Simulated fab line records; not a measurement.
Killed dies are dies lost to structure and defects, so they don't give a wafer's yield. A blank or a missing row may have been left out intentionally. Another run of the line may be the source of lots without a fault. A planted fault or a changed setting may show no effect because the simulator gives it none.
Chamber matching | flow nandHarc | 3 sister chambers for NHARC_A_M1_PRE_CLEAN_32 on pecvd-04
The step time 12 s. 14 wafers are shown with their chamber, then 7 later ones without.

== WAFERS, EACH WITH ITS CHAMBER ==
wafer  | chamber | heaterPowerW (W)
L818.2 | 2       | 634
L818.5 | 1       | 659
L818.6 | 0       | 558
L819.1 | 2       | 643
L819.4 | 1       | 587
L819.6 | 0       | 521
L822.1 | 0       | 582
L822.3 | 1       | 615
L822.6 | 1       | 595
L827.2 | 2       | 675
L827.4 | 0       | 551
L827.5 | 1       | 616
L828.1 | 1       | 628
L828.2 | 2       | 713

SIGNATURES, as means of the wafers listed above
reading      | chamber 0 | chamber 1 | chamber 2 | scatter within a chamber
heaterPowerW | 553.00    | 616.67    | 666.25    | 28.6
Rule: for each reading, subtract the chamber's mean from the wafer's reading, divide by that reading's scatter and square the result; add these up over the readings and take the root, which gives the wafer's distance from the chamber. If the next closest chamber is less than 2 further off than the closest, the wafer can't be placed; otherwise it belongs to the closest. How the scatter is found: for the shown wafers, subtract from each reading the mean of its chamber, square and add these, divide the total by (wafers less chambers), then take the root.

== WAFERS WITHOUT THEIR CHAMBER ==
wafer  | heaterPowerW (W)
L828.3 | 582
L829.1 | 701
L829.2 | 614
L829.3 | 574
L833.1 | 740
L833.4 | 645
L833.6 | 501

== WHICH CHAMBER EACH WENT THROUGH ==
wafer  | from the rows above          | in truth
L828.3 | can't be placed: 0 or 1 or 2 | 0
L829.1 | can't be placed: 2 or 1      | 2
L829.2 | can't be placed: 1 or 2      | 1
L829.3 | can't be placed: 0 or 1      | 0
L833.1 | can't be placed: 2 or 1      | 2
L833.4 | can't be placed: 2 or 1      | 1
L833.6 | 0                            | 0
Placed correctly: 1 of 7. Not placeable from these rows: 6 (in 6, the candidates include the true chamber). Number placed wrongly: 0.
